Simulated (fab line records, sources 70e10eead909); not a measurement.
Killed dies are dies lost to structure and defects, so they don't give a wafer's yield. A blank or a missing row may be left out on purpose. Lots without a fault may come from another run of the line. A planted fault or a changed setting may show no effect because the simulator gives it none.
fab line records | flow nand_harc
record lots=23 wafers=69 last_day=26
route steps=1159 shown P_M2@336 A_ONON_D1@439 A_CHANNEL_HOLE_D1@467
lots that met no fault: from a run of the same line without faults
start_h: hours from the record's first day to the start of the lot's first wafer shown | wait_h: hours since the lot's step before | " the same as in the row above | L1.1+2: a row that stands for several wafers | - no value, or no start given | * or withheld: withheld | < > ~ a bound
route shown NAME@n: a module of which the file shows steps, and the number in the route of the first | usual: mean/standard deviation of fault-free wafers | same: alike in all rows | chamber/n: place in a boat | sites: the reading at each site | _std_site: their standard deviation | _edge_site: outer sites' mean less inner sites' | radius_mm: how far each site lies from the wafer's centre | mask NAME#n: copy n | behind: the tool/chamber that last shaped the wafer | hold: why the lot was held/for how many hours/how that ended | device: the transistor (n, p or np) that didn't switch | end of line: the same wafers' tests at the end of the route | a step without rows: its recipe alone | killed: dies lost to structure and defects at the first sort, not the wafer's yield | map: a wafer's dies, x killed, . not, _ none there
set.NAME: the setting as run; set.NAME@STEP: as run at that earlier step | model.NAME: the simulator's own value behind a step, which no gauge read
steps of the route over a sample of lots; a table a step, a row a wafer
services: from which hour (start_h, from the record's first day; less than 0 if before it) a tool's chamber was out of use, for how many hours, and why
## steps
# step NHARC_P_M2_ETCH_28
# recipe target_depth_a=300 over_etch_frac=0.3 time_s=72.99 ion_energy_ev=150 cf4_flow_sccm=50 n2_flow_sccm=100 ar_flow_sccm=150 rf_w=300 bias_w=100 chemistry=CF4/N2
# usual drypump_motor_current_A=5.6/0.51 oes_product_au=1.002/0.009 rf_vpp_V=315.1/2.1 showerhead_plenum_p_Torr=2.68/0.11 throttle_valve_pct=19.794/0.0091
# columns lot.wafer tool chamber start_h wait_h drypump_motor_current_A oes_product_au rf_hours_counter_h rf_vpp_V showerhead_plenum_p_Torr throttle_valve_pct
L074.4 rie_diel-11 3 - - 4.9 0.997 36 312.0 2.52 19.794
L074.3 " 0 " " 6.0 1.014 35 311.9 2.49 19.792
L074.5 " 3 " " 4.8 0.997 - 311.8 2.52 19.781
L075.3 rie_diel-09 1 - - 5.7 0.995 2 317.0 2.79 19.802
L075.1 " 2 " " 5.8 0.999 1 316.7 2.74 19.798
L075.6 " 1 " " 5.7 0.994 - 318.6 2.79 19.790
L076.2 rie_diel-09 0 - - 6.0 0.991 2 314.0 2.67 19.795
L076.1 " 1 " " 5.7 1.000 2 316.9 2.79 19.778
L076.5 " 2 " " 5.8 1.011 - 315.7 2.74 19.802
L079.2 rie_diel-09 0 - - 6.0 0.989 3 313.9 2.67 19.804
L079.1 " 1 " " 5.7 1.004 2 318.2 2.79 19.804
L079.6 " 2 " " 5.8 1.006 - 315.8 2.74 19.800
L077.3 rie_diel-09 0 - - 6.0 0.983 3 315.6 2.67 19.790
L077.1 " 1 " " 5.8 0.982 3 318.1 2.79 19.784
L077.5 " 2 " " 5.8 0.993 - 316.2 2.74 19.784
L078.2 rie_diel-13 1 - - 6.0 0.988 9 315.7 2.67 19.796
L078.6 " 2 " " 6.2 1.009 - 311.1 2.45 19.785
L078.5 " 3 " " 5.6 1.005 - 317.2 2.74 19.800
L081.3 rie_diel-13 2 - - 6.2 1.025 11 310.2 2.45 19.805
L081.4 " 3 " " 5.6 1.030 11 314.7 2.74 19.786
L081.2 " 1 " " 6.0 1.005 11 312.7 2.67 19.803
L080.4 rie_diel-09 1 - - 5.7 1.009 3 317.2 2.79 19.789
L080.1 " 0 " " 6.0 0.994 3 312.7 2.67 19.795
L080.5 " 1 " " 5.8 1.010 - 316.9 2.79 19.818
L083.4 rie_diel-09 3 - - 4.7 1.013 3 316.9 2.79 19.783
L083.2 " 0 " " 6.0 0.998 3 314.5 2.67 19.783
L083.5 " 0 " " 6.0 1.003 - 314.1 2.67 19.796
L082.2 rie_diel-11 2 - - 6.0 1.004 61 313.1 2.61 19.790
L082.3 " 3 " " 4.8 0.999 62 311.4 2.51 19.789
L082.6 " 1 " " 6.4 0.982 - 312.5 2.58 19.786
L086.1 rie_diel-09 1 - - 5.7 0.988 4 317.4 2.79 19.775
L086.2 " 3 " " 4.7 1.002 4 316.0 2.79 19.795
L086.6 " 1 " " 5.7 1.000 - 316.9 2.79 19.785
L084.4 rie_diel-09 2 - - 5.8 1.006 4 317.0 2.73 19.788
L084.2 " 1 " " 5.7 1.002 4 317.8 2.79 19.807
L084.6 " 2 " " 5.8 1.006 - 317.2 2.73 19.800
L085.3 rie_diel-11 3 - - 4.8 1.008 13 312.4 2.51 19.788
L085.4 " 0 " " 5.9 1.007 12 311.9 2.47 19.811
L085.5 " 2 " " 6.1 1.006 - 313.6 2.60 19.803
L087.3 rie_diel-09 0 - - 6.0 1.000 5 317.0 2.67 19.801
L087.2 " 1 " " 5.7 0.992 5 317.5 2.79 19.785
L087.5 " 3 " " 4.7 0.992 - 316.6 2.79 19.785
L088.3 rie_diel-13 1 - - 6.1 0.998 19 315.9 2.67 19.792
L088.1 " 2 " " 6.2 1.035 19 312.3 2.44 19.804
L088.6 " 3 " " 5.6 0.991 - 314.9 2.74 19.789
L091.3 rie_diel-09 3 - - 4.7 1.010 5 316.7 2.79 19.787
L091.2 " 1 " " 5.8 1.001 5 316.9 2.79 19.805
L091.4 " 2 " " 5.8 0.995 5 316.3 2.74 19.801
L089.3 rie_diel-09 1 - - 5.7 0.993 5 316.4 2.79 19.803
L089.2 " 2 " " 5.8 0.997 5 317.1 2.73 19.790
L089.4 " 3 " " 4.7 1.005 5 316.0 2.79 19.794
L092.4 rie_diel-13 2 - - 6.2 1.011 21 312.0 2.44 19.792
L092.2 " 1 " " 6.0 1.003 20 314.6 2.67 19.802
L092.5 " 3 " " 5.6 1.001 - 315.1 2.73 19.783
L090.2 rie_diel-09 0 - - 6.0 1.001 6 314.6 2.67 19.803
L090.1 " 1 " " 5.7 0.993 5 318.3 2.79 19.793
L090.5 " 0 " " 6.0 0.994 - 314.5 2.67 19.794
L094.2 rie_diel-09 1 - - 5.7 1.009 5 316.4 2.79 19.807
L094.3 " 2 " " 5.8 1.003 5 315.6 2.73 19.779
L094.1 " 0 " " 6.0 1.000 6 315.6 2.67 19.795
L093.4 rie_diel-09 0 - - 6.0 0.998 6 315.0 2.67 19.794
L093.3 " 1 " " 5.7 0.992 5 316.8 2.79 19.793
L093.6 " 0 " " 6.0 0.992 - 314.0 2.67 19.793
L096.2 rie_diel-09 0 - - 6.0 1.001 6 316.4 2.67 19.789
L096.1 " 2 " " 5.8 1.001 6 316.4 2.73 19.798
L096.4 " 3 " " 4.7 1.000 - 316.5 2.79 19.797
L097.3 rie_diel-13 1 - - 6.1 1.000 25 314.2 2.66 19.796
L097.2 " 2 " " 6.2 1.015 25 310.5 2.44 19.793
L097.5 " 1 " " 6.1 1.006 - 315.2 2.66 19.797
# step NHARC_A_ONON_D1_THK_MEAS_21
# recipe thk_meas_gauge=ellipsometry
# usual thk_nm=999/13
# columns lot.wafer tool chamber start_h wait_h thk_nm
L074.3 film_metro-01 - 169.10 - 1010
L074.4 " - " " 1009
L074.5 " - " " 1010
L075.1 film_metro-02 - 177.74 - 992
L075.3 " - " " 992
L075.6 " - " " 993
L076.1 film_metro-02 - 183.95 - 994
L076.2 " - " " 994
L076.5 " - " " 993
L077.1 film_metro-01 - 199.84 - 972
L077.3 " - " " 975
L077.5 " - " " 973
L078.2 film_metro-01 - 199.98 - 1001
L078.5 " - " " 1002
L078.6 " - " " 1003
L079.1 film_metro-01 - 200.19 - 1016
L079.2 " - " " 1017
L079.6 " - " " 1015
L081.2 film_metro-01 - 212.96 - 1009
L081.3 " - " " 1008
L081.4 " - " " 1010
L080.1 film_metro-01 - 212.97 - 1004
L080.4 " - " " 1003
L080.5 " - " " 1001
L083.2 film_metro-02 - 224.37 - 983
L083.4 " - " " 979
L083.5 " - " " 981
L082.2 film_metro-01 - 224.39 - 1012
L082.3 " - " " 1013
L082.6 " - " " 1013
L084.2 film_metro-02 - 271.24 - 1015
L084.4 " - " " 1013
L084.6 " - " " 1014
L086.1 film_metro-01 - 271.24 - 1011
L086.2 " - " " 1012
L086.6 " - " " 1014
L085.3 film_metro-01 - 274.91 - 994
L085.4 " - " " 994
L085.5 " - " " 993
L088.1 film_metro-01 - 275.06 - 971
L088.3 " - " " 972
L088.6 " - " " 971
L091.2 film_metro-01 - 275.20 - 983
L091.3 " - " " 983
L091.4 " - " " 984
L087.2 film_metro-01 - 275.42 - 994
L087.3 " - " " 994
L087.5 " - " " 994
L089.2 film_metro-01 - 282.46 - 1021
L089.3 " - " " 1023
L089.4 " - " " 1021
L090.1 film_metro-01 - 282.65 - 999
L090.2 " - " " 1000
L090.5 " - " " 1002
L092.2 film_metro-02 - 282.78 - 1012
L092.4 " - " " 1014
L092.5 " - " " 1013
L094.1 film_metro-01 - 287.06 - 993
L094.2 " - " " 992
L094.3 " - " " 992
L093.3 film_metro-01 - 287.07 - 985
L093.4 " - " " 984
L093.6 " - " " 982
L096.1 film_metro-02 - 291.72 - 1004
L096.2 " - " " 1004
L096.4 " - " " 1002
L097.2 film_metro-02 - 305.19 - 1008
L097.3 " - " " 1010
L097.5 " - " " 1007
# step NHARC_A_ONON_D1_DEP_33
# recipe target_thk_a=2000 temp_c=400 pressure_torr=6.5 rf_w=900 teos_flow_sccm=161.4 flow_sccm=2650 target_thk_nm=200 gas=O2 material=SiO2
# usual chamber_pressure_Torr=6.499/0.015 heater_power_w=584/110 throttle_valve_pct=15.7/0.58
# columns lot.wafer tool chamber start_h wait_h chamber_pressure_Torr heater_power_w throttle_valve_pct
L074.3 pecvd-03 0 170.85 0.1 6.528 493 15.7
L074.4 " 0 " " 6.510 498 16.2
L074.5 " 2 " " 6.493 680 14.8
L075.1 pecvd-02 0 179.50 0.1 6.515 470 15.5
L075.3 " 2 " " 6.488 612 16.1
L075.6 " 1 " " 6.497 436 16.6
L076.1 pecvd-03 2 185.71 0.1 6.526 755 14.8
L076.2 " 1 " " 6.467 653 15.7
L076.5 " 1 " " 6.487 675 15.5
L077.1 pecvd-03 0 201.61 0.1 6.508 454 16.0
L077.3 " 2 " " 6.505 717 14.7
L077.5 " 1 " " 6.516 645 15.8
L078.2 pecvd-02 0 202.19 0.1 6.515 499 15.6
L078.6 " 1 " " 6.484 383 16.3
L078.5 " 2 " " 6.511 650 15.9
L079.1 pecvd-03 0 202.36 0.1 6.509 537 16.3
L079.2 " 1 " " 6.492 659 15.9
L079.6 " 0 " " 6.507 400 15.8
L081.3 pecvd-03 0 214.71 0.1 6.502 476 16.1
L081.2 " 1 " " 6.504 681 15.6
L081.4 " 0 " " 6.513 495 16.4
L080.1 pecvd-02 2 214.96 0.1 6.472 634 16.3
L080.5 " 0 " " 6.490 499 15.3
L080.4 " 2 " " 6.471 627 16.1
L082.2 pecvd-01 2 226.15 0.1 6.505 645 16.7
L082.3 " 1 " " 6.496 632 15.6
L082.6 " 2 " " 6.499 656 16.4
L083.2 pecvd-03 1 226.22 0.1 6.498 744 15.6
L083.5 " 2 " " 6.504 792 15.0
L083.4 " 0 " " 6.502 507 16.0
L084.2 pecvd-03 2 273.14 0.1 6.495 722 14.8
L084.6 " 2 " " 6.488 749 14.8
L084.4 " 0 " " 6.501 435 16.2
L086.2 pecvd-01 0 273.33 0.1 6.501 750 15.6
L086.1 " 1 " " 6.497 652 14.8
L086.6 " 1 " " 6.490 656 14.8
L085.3 pecvd-03 1 276.83 0.1 6.517 604 15.6
L085.5 " 2 " " 6.509 804 14.6
L085.4 " 0 " " 6.484 500 16.2
L088.1 pecvd-02 1 276.89 0.1 6.476 453 16.4
L088.3 " 2 " " 6.489 609 15.7
L088.6 " 0 " " 6.506 499 15.4
L091.2 pecvd-01 2 276.95 0.1 6.484 625 16.0
L091.3 " 0 " " 6.491 581 15.6
L091.4 " 0 " " 6.515 608 15.4
L087.3 pecvd-02 1 277.30 0.1 6.500 434 16.5
L087.2 " 2 " " 6.509 549 16.0
L087.5 " 1 " " 6.489 443 16.7
L089.3 pecvd-02 2 284.34 0.1 6.510 574 16.1
L089.2 " 1 " " 6.502 353 16.8
L089.4 " 2 " " 6.495 602 16.2
L090.1 pecvd-01 0 284.47 0.1 6.505 705 15.5
L090.2 " 2 " " 6.492 633 16.1
L090.5 " 0 " " 6.503 721 15.5
L092.2 pecvd-02 2 284.70 0.2 6.497 585 16.4
L092.4 " 0 " " 6.486 531 15.3
L092.5 " 1 " " 6.479 450 16.7
L094.1 pecvd-02 0 288.81 0.1 6.503 522 15.7
L094.2 " 1 " " 6.501 429 16.6
L094.3 " 2 " " 6.511 640 16.6
L093.3 pecvd-01 1 288.87 0.1 6.511 689 14.9
L093.6 " 2 " " 6.492 579 16.0
L093.4 " 0 " " 6.488 725 15.5
L096.1 pecvd-01 0 293.53 0.1 6.511 670 15.2
L096.2 " 1 " " 6.504 648 15.1
L096.4 " 2 " " 6.507 629 16.4
L097.2 pecvd-03 0 307.11 0.2 6.510 486 16.4
L097.3 " 1 " " 6.497 714 15.6
L097.5 " 2 " " 6.479 710 15.2
# step NHARC_A_CHANNEL_HOLE_D1_ETCH_39
# recipe target_depth_a=2600 over_etch_frac=0.3 time_s=325 ion_energy_ev=200 n2_flow_sccm=150 h2_flow_sccm=150 ar_flow_sccm=0 rf_w=400 bias_w=150 chemistry=N2/H2
# usual drypump_motor_current_A=5.6/0.36 oes_product_au=0.996/0.011 rf_vpp_V=429.3/2.3 showerhead_plenum_p_Torr=2.00/0.078 throttle_valve_pct=14.170/0.0097
# columns lot.wafer tool chamber start_h wait_h drypump_motor_current_A oes_product_au rf_hours_counter_h rf_vpp_V showerhead_plenum_p_Torr throttle_valve_pct
L074.3 rie_diel-06 1 - - 6.1 1.005 4 428.9 1.99 14.161
L074.4 " 2 " " 6.0 0.991 4 430.9 2.00 14.175
L074.5 " 0 " " 5.4 0.993 - 431.1 2.02 14.184
L075.3 rie_diel-05 1 - - 4.9 0.990 1 432.0 2.10 14.158
L075.1 " 3 " " 6.0 0.980 1 432.0 2.11 14.167
L075.6 " 2 " " 5.7 0.994 - 426.1 1.90 14.180
L076.2 rie_diel-06 3 - - 5.5 1.002 5 426.6 1.92 14.173
L076.1 " 1 " " 6.1 1.005 5 428.7 1.99 14.180
L076.5 " 2 " " 5.9 0.997 - 429.4 2.00 14.161
L077.3 rie_diel-03 3 - - 5.5 0.983 11 428.8 1.99 14.180
L077.1 " 1 " " 6.0 0.991 12 427.6 1.91 14.170
L077.5 " 0 " " 5.8 0.987 - 434.1 2.16 14.148
L078.2 rie_diel-06 3 - - 5.4 0.993 6 425.9 1.92 14.163
L078.6 " 3 " " 5.5 1.002 - 427.1 1.92 14.160
L078.5 " 0 " " 5.5 1.002 - 429.2 2.02 14.165
L079.2 rie_diel-03 2 - - 5.3 0.969 14 429.2 2.02 14.161
L079.1 " 3 " " 5.6 0.992 12 428.4 1.99 14.186
L079.6 " 2 " " 5.3 0.975 - 429.5 2.02 14.183
L081.4 rie_diel-06 0 - - 5.5 1.004 7 430.5 2.02 14.172
L081.3 " 1 " " 6.1 1.013 6 430.6 1.99 14.167
L081.2 " 2 " " 6.0 0.997 7 429.8 1.99 14.170
L080.4 rie_diel-05 2 - - 5.7 0.996 2 426.0 1.90 14.166
L080.1 " 0 " " 5.6 1.000 2 426.8 1.90 14.175
L080.5 " 2 " " 5.7 0.988 - 427.2 1.90 14.164
L083.4 rie_diel-05 3 - - 6.0 0.987 3 432.1 2.11 14.168
L083.2 " 1 " " 4.9 0.985 3 432.5 2.10 14.178
L083.5 " 2 " " 5.7 0.996 - 426.9 1.90 14.164
L082.2 rie_diel-03 2 - - 5.3 0.985 0 428.4 2.02 14.162
L082.3 " 1 " " 6.0 1.005 0 426.5 1.91 14.181
L082.6 " 3 " " 5.5 0.992 - 429.6 1.99 14.173
L086.1 rie_diel-03 1 - - 6.0 0.996 3 427.4 1.91 14.150
L086.2 " 3 " " 5.5 0.988 3 429.5 1.99 14.164
L086.6 " 2 " " 5.3 0.991 - 429.4 2.02 14.159
L084.4 rie_diel-05 2 - - 5.7 0.999 6 426.2 1.90 14.162
L084.2 " 3 " " 6.0 1.000 6 434.5 2.11 14.178
L084.6 " 0 " " 5.6 1.019 - 425.7 1.90 14.178
L085.4 rie_diel-03 3 - - 5.6 0.992 3 429.4 1.99 14.163
L085.3 " 2 " " 5.3 0.988 4 429.2 2.02 14.182
L085.5 " 3 " " 5.6 0.989 - 428.6 1.99 14.174
L088.1 rie_diel-06 1 - - 6.1 0.990 1 429.1 1.99 14.173
L088.3 " 3 " " 5.5 1.001 1 427.9 1.92 14.165
L088.6 " 1 " " 6.1 1.000 - 428.6 1.99 14.176
L091.2 rie_diel-05 2 - - 5.7 0.998 6 427.1 1.90 14.164
L091.3 " 3 " " 6.0 0.997 6 432.2 2.11 14.157
L091.4 " 0 " " 5.6 1.012 7 425.9 1.90 14.177
L087.2 rie_diel-06 2 - - 6.0 0.992 1 429.5 1.99 14.165
L087.3 " 3 " " 5.5 1.004 1 427.9 1.92 14.162
L087.5 " 1 " " 6.2 0.998 - 428.7 1.99 14.176
L089.3 rie_diel-06 2 - - 6.0 0.991 2 428.8 1.99 14.148
L089.2 " 0 " " 5.4 0.999 2 430.5 2.02 14.170
L089.4 " 1 " " 6.1 0.993 2 431.3 1.99 14.175
L090.2 rie_diel-05 3 - - 6.0 0.987 7 433.5 2.11 14.179
L090.1 " 0 " " 5.6 1.020 7 426.6 1.90 14.175
L090.5 " 1 " " 4.9 0.990 - 431.0 2.10 14.184
L092.4 rie_diel-03 0 - - 5.8 1.021 4 434.0 2.15 14.176
L092.2 " 1 " " 6.0 0.998 4 427.2 1.91 14.167
L092.5 " 3 " " 5.5 0.992 - 428.6 1.99 14.171
L094.1 rie_diel-05 0 - - 5.6 1.015 7 427.9 1.90 14.163
L094.2 " 1 " " 4.9 1.008 8 431.9 2.10 14.182
L094.3 " 3 " " 6.0 0.995 8 431.6 2.11 14.171
L093.3 rie_diel-06 3 - - 5.5 1.003 3 427.1 1.92 14.179
L093.4 " 0 " " 5.5 0.996 3 429.8 2.02 14.170
L093.6 " 3 " " 5.5 0.993 - 426.6 1.92 14.165
L096.4 rie_diel-05 0 - - 5.6 1.011 8 426.9 1.90 14.169
L096.1 " 1 " " 4.9 1.002 8 430.8 2.10 14.153
L096.2 " 3 " " 6.0 0.991 8 433.0 2.11 14.168
L097.3 rie_diel-06 1 - - 6.1 0.995 4 429.3 1.99 14.162
L097.2 " 2 " " 6.0 0.987 5 429.2 1.99 14.180
L097.5 " 0 " " 5.5 0.996 - 430.8 2.02 14.161
# step NHARC_A_CHANNEL_HOLE_D1_ETCH_26
# recipe bias_v=300 source_w=2000 pressure_mtorr=30 time_s=224.1 ar_flow_sccm=375 c4f8_flow_sccm=11.4 o2_flow_sccm=113.6 temp_c=-20 target_depth_a=3000 chemistry=C4F8/O2/Ar
# usual drypump_motor_current_A=5.5/0.34 showerhead_plenum_p_Torr=3.81/0.078 throttle_valve_pct=24.584/0.01
# columns lot.wafer tool chamber start_h wait_h drypump_motor_current_A rf_hours_counter_h showerhead_plenum_p_Torr throttle_valve_pct
L074.4 har_etch-01 0 183.47 0.5 5.7 - 3.88 24.575
L074.3 " 1 " " 5.0 - 3.78 24.576
L074.5 " 0 " " 5.7 - 3.88 24.596
L075.1 har_etch-01 1 193.33 0.6 5.0 197 3.77 24.595
L075.3 " 1 " " 5.0 - 3.77 24.584
L075.6 " 1 " " 5.0 - 3.77 24.591
L076.1 har_etch-02 1 196.60 0.7 5.9 110 3.73 24.590
L076.2 " 0 " " 5.5 110 3.93 24.573
L076.5 " 1 " " 5.9 - 3.73 24.590
L077.1 har_etch-02 0 209.87 0.6 5.4 114 3.92 24.568
L077.3 " 1 " " 5.9 - 3.73 24.585
L077.5 " 0 " " 5.5 - 3.92 24.613
L078.2 har_etch-01 0 210.80 0.7 5.7 204 3.87 24.581
L078.5 " 0 " " 5.7 - 3.87 24.572
L078.6 " 1 " " 5.0 - 3.77 24.583
L079.1 har_etch-02 0 214.01 0.7 5.5 118 3.92 24.591
L079.2 " 1 " " 5.9 118 3.73 24.585
L079.6 " 0 " " 5.4 - 3.92 24.585
L081.2 har_etch-02 0 223.00 0.6 5.5 123 3.92 24.581
L081.4 " 1 " " 5.9 - 3.73 24.581
L081.3 " 0 " " 5.5 - 3.92 24.596
L080.1 har_etch-01 0 223.22 0.7 5.7 212 3.87 24.575
L080.4 " 1 " " 5.0 - 3.76 24.597
L080.5 " 0 " " 5.7 - 3.87 24.600
L083.2 har_etch-02 0 235.60 0.6 5.5 127 3.92 24.591
L083.4 " 1 " " 5.9 - 3.72 24.594
L083.5 " 0 " " 5.4 - 3.92 24.586
L082.2 har_etch-01 0 236.96 0.7 5.7 216 3.86 24.576
L082.3 " 1 " " 5.0 - 3.76 24.591
L082.6 " 0 " " 5.7 - 3.86 24.593
L084.2 har_etch-01 0 281.49 0.6 5.7 225 3.86 24.591
L084.4 " 1 " " 5.0 - 3.75 24.575
L084.6 " 0 " " 5.7 - 3.86 24.592
L085.4 har_etch-01 1 285.70 0.5 5.0 - 3.75 24.576
L085.3 " 0 " " 5.7 - 3.86 24.588
L085.5 " 1 " " 5.0 - 3.75 24.589
L088.1 har_etch-01 0 289.82 0.6 5.7 232 3.85 24.577
L088.3 " 1 " " 5.0 - 3.75 24.581
L088.6 " 1 " " 5.0 - 3.75 24.589
L091.2 har_etch-01 0 293.94 0.7 5.7 236 3.85 24.572
L091.3 " 0 " " 5.7 - 3.85 24.591
L091.4 " 1 " " 4.9 - 3.75 24.569
L087.2 har_etch-01 0 298.10 0.7 5.7 240 3.85 24.572
L087.3 " 0 " " 5.7 - 3.85 24.585
L087.5 " 0 " " 5.7 - 3.85 24.571
L089.2 har_etch-01 0 302.31 0.6 5.7 244 3.85 24.580
L089.3 " 1 " " 5.0 - 3.74 24.586
L089.4 " 0 " " 5.7 - 3.85 24.578
L090.2 har_etch-01 0 306.45 0.7 5.7 248 3.84 24.588
L090.1 " 1 " " 5.0 248 3.74 24.585
L090.5 " 0 " " 5.7 - 3.84 24.590
L086.2 har_etch-02 0 306.80 0.7 5.5 137 3.91 24.587
L086.1 " 1 " " 5.9 137 3.72 24.598
L086.6 " 1 " " 5.9 - 3.72 24.586
L092.2 har_etch-02 0 310.97 0.6 5.5 141 3.91 24.571
L092.4 " 0 " " 5.4 - 3.91 24.597
L092.5 " 1 " " 5.9 - 3.72 24.581
L094.1 har_etch-02 1 315.09 0.7 5.9 145 3.71 24.570
L094.2 " 0 " " 5.5 145 3.91 24.582
L094.3 " 0 " " 5.5 - 3.90 24.583
L093.4 har_etch-02 0 319.32 0.5 5.5 - 3.90 24.573
L093.3 " 1 " " 5.9 - 3.71 24.591
L093.6 " 1 " " 5.9 - 3.71 24.577
L096.2 har_etch-02 1 327.57 0.7 5.9 157 3.71 24.589
L096.1 " 0 " " 5.5 157 3.90 24.584
L096.4 " 0 " " 5.5 - 3.90 24.575
L097.2 har_etch-02 1 335.17 0.6 5.9 164 3.70 24.560
L097.3 " 1 " " 5.9 - 3.70 24.594
L097.5 " 0 " " 5.5 - 3.89 24.580
# step NHARC_A_CHANNEL_HOLE_D1_ETCH_44
# recipe target_depth_a=1400 overetch_a=140 time_s=77 ion_energy_ev=100 cf4_flow_sccm=80 o2_flow_sccm=20 ar_flow_sccm=0 rf_w=300 bias_w=100 chemistry=CF4/O2
# usual drypump_motor_current_A=5.7/0.36 oes_product_au=0.996/0.0098 rf_vpp_V=197.2/1.4 showerhead_plenum_p_Torr=1.31/0.047 throttle_valve_pct=13.397/0.0089
# columns lot.wafer tool chamber start_h wait_h drypump_motor_current_A oes_product_au rf_hours_counter_h rf_vpp_V showerhead_plenum_p_Torr throttle_valve_pct
L074.3 rie_diel-06 0 184.36 0.1 5.4 0.990 5.0 196.7 1.32 13.414
L074.4 " 2 " " 6.0 1.003 4.9 197.7 1.31 13.414
L074.5 " 0 " " 5.4 0.997 - 197.8 1.32 13.410
L075.3 rie_diel-06 1 194.24 0.1 6.1 1.006 5.4 196.3 1.30 13.397
L075.1 " 2 " " 6.0 0.992 5.8 196.1 1.31 13.403
L075.6 " 1 " " 6.1 1.015 - 198.8 1.30 13.408
L076.2 rie_diel-06 2 197.55 0.1 6.0 0.989 6.0 197.2 1.31 13.393
L076.1 " 0 " " 5.4 0.991 5.8 198.2 1.32 13.405
L076.5 " 2 " " 5.9 0.990 - 199.2 1.31 13.394
L077.3 rie_diel-06 2 210.78 0.1 5.9 0.984 6.8 196.8 1.31 13.394
L077.1 " 1 " " 6.1 1.005 6.1 196.5 1.30 13.399
L077.5 " 3 " " 5.4 1.000 - 195.1 1.26 13.405
L078.2 rie_diel-05 1 211.76 0.1 4.9 0.987 1.7 199.9 1.37 13.390
L078.6 " 0 " " 5.6 1.003 - 195.0 1.25 13.403
L078.5 " 1 " " 4.9 0.993 - 199.3 1.37 13.390
L079.1 rie_diel-06 2 214.97 0.1 6.0 0.987 7.0 197.9 1.31 13.397
L079.2 " 0 " " 5.4 0.994 6.4 197.2 1.32 13.405
L079.6 " 2 " " 5.9 0.999 - 197.3 1.31 13.387
L081.3 rie_diel-06 3 223.91 0.1 5.4 0.990 7.3 195.8 1.26 13.399
L081.4 " 0 " " 5.5 1.001 7.0 195.7 1.32 13.397
L081.2 " 2 " " 5.9 0.976 7.7 196.3 1.31 13.380
L080.4 rie_diel-05 1 224.16 0.1 4.9 0.992 2.6 197.6 1.37 13.411
L080.1 " 0 " " 5.6 1.011 2.8 195.7 1.25 13.393
L080.5 " 2 " " 5.7 0.988 - 195.8 1.25 13.400
L083.4 rie_diel-05 0 236.52 0.1 5.6 1.006 3.8 197.5 1.25 13.408
L083.2 " 1 " " 4.9 0.987 3.6 198.6 1.37 13.397
L083.5 " 2 " " 5.7 0.987 - 197.2 1.25 13.397
L082.3 rie_diel-03 1 237.91 0.1 6.0 0.992 0.9 196.1 1.26 13.403
L082.2 " 2 " " 5.2 0.989 1.2 198.0 1.32 13.398
L082.6 " 1 " " 6.0 0.997 - 196.1 1.26 13.398
L084.2 rie_diel-06 0 282.54 0.1 5.4 1.000 1.4 197.6 1.32 13.397
L084.4 " 1 " " 6.2 0.989 1.4 196.5 1.30 13.401
L084.6 " 1 " " 6.1 0.986 - 196.1 1.30 13.403
L085.3 rie_diel-05 3 286.59 0.1 6.0 0.994 6.8 199.3 1.38 13.384
L085.4 " 0 " " 5.6 1.006 6.9 195.8 1.25 13.399
L085.5 " 2 " " 5.7 0.984 - 193.5 1.25 13.396
L088.1 rie_diel-06 1 290.75 0.1 6.1 0.987 2.3 196.3 1.30 13.383
L088.3 " 2 " " 5.9 0.988 2.5 198.0 1.31 13.400
L088.6 " 0 " " 5.5 1.004 - 198.4 1.32 13.404
L091.4 rie_diel-03 1 294.88 0.1 6.0 0.980 4.8 196.0 1.26 13.401
L091.3 " 2 " " 5.2 0.988 4.9 198.2 1.32 13.390
L091.2 " 0 " " 5.8 1.014 4.5 199.5 1.41 13.395
L087.3 rie_diel-03 0 299.06 0.1 5.8 1.013 4.5 200.6 1.41 13.387
L087.2 " 1 " " 6.0 0.996 4.9 196.1 1.26 13.400
L087.5 " 1 " " 6.0 0.993 - 196.0 1.26 13.392
L089.4 rie_diel-03 1 303.22 0.1 6.0 0.987 5.1 197.3 1.26 13.394
L089.2 " 2 " " 5.3 0.984 5.2 196.7 1.32 13.395
L089.3 " 0 " " 5.8 1.015 4.7 198.9 1.41 13.414
L090.2 rie_diel-05 0 307.40 0.0 5.6 1.014 8.7 195.8 1.25 13.397
L090.1 " 1 " " 4.8 0.995 8.8 197.7 1.37 13.391
L090.5 " 0 " " 5.7 1.012 - 195.5 1.25 13.409
L086.2 rie_diel-06 0 307.74 0.1 5.4 0.986 3.9 197.1 1.32 13.410
L086.1 " 2 " " 5.9 0.985 4.0 198.4 1.31 13.399
L086.6 " 0 " " 5.4 1.000 - 196.2 1.32 13.403
L092.2 rie_diel-06 3 311.90 0.1 5.4 0.998 4.7 195.5 1.26 13.383
L092.4 " 0 " " 5.4 0.990 4.1 196.6 1.32 13.402
L092.5 " 1 " " 6.1 0.999 - 198.0 1.30 13.395
L094.1 rie_diel-06 2 316.07 0.1 5.9 0.999 4.2 197.8 1.31 13.407
L094.2 " 3 " " 5.4 1.002 4.8 196.5 1.26 13.395
L094.3 " 1 " " 6.1 0.996 3.7 197.9 1.30 13.398
L093.4 rie_diel-06 2 320.20 0.1 6.0 0.979 4.9 196.4 1.31 13.395
L093.3 " 1 " " 6.1 0.999 4.5 198.5 1.30 13.396
L093.6 " 2 " " 5.9 1.000 - 197.4 1.31 13.405
L096.4 rie_diel-03 3 328.53 0.1 5.6 0.985 7.2 197.5 1.30 13.414
L096.1 " 0 " " 5.8 1.008 6.9 199.6 1.41 13.399
L096.2 " 1 " " 6.0 0.981 6.6 196.1 1.26 13.400
L097.3 rie_diel-05 2 336.08 0.1 5.7 1.001 12.1 196.0 1.25 13.388
L097.2 " 0 " " 5.6 1.024 12.1 196.3 1.24 13.393
L097.5 " 1 " " 4.9 1.000 - 198.7 1.37 13.394
## services
# columns tool chamber start_h hours kind
rie_diel-03 3 100.10 27.2 repair
har_etch-01 - 102.24 4.3 repair
pecvd-03 - 104.28 1.4 repair
pecvd-03 - 111.29 13.0 pm
pecvd-02 1 117.41 11.5 repair
rie_diel-03 0 131.63 1.3 repair
har_etch-02 - 148.36 2.2 repair
rie_diel-05 - 163.63 9.0 pm
rie_diel-03 1 172.42 5.6 repair
rie_diel-03 1 181.79 6.0 repair
pecvd-03 0 206.26 7.3 repair
rie_diel-03 - 211.52 1.7 repair
rie_diel-03 - 215.30 9.0 pm
rie_diel-06 - 241.33 9.0 pm
rie_diel-09 1 248.59 6.0 repair
rie_diel-09 - 254.10 9.0 pm
rie_diel-06 0 260.06 6.4 repair
rie_diel-05 0 262.19 3.9 repair
pecvd-03 1 263.79 6.2 repair
rie_diel-09 2 267.64 30.7 repair
pecvd-03 - 292.29 13.0 pm
har_etch-01 - 306.84 17.0 pm
rie_diel-06 0 313.87 4.1 repair
pecvd-03 - 314.72 3.0 repair
## key
fault none
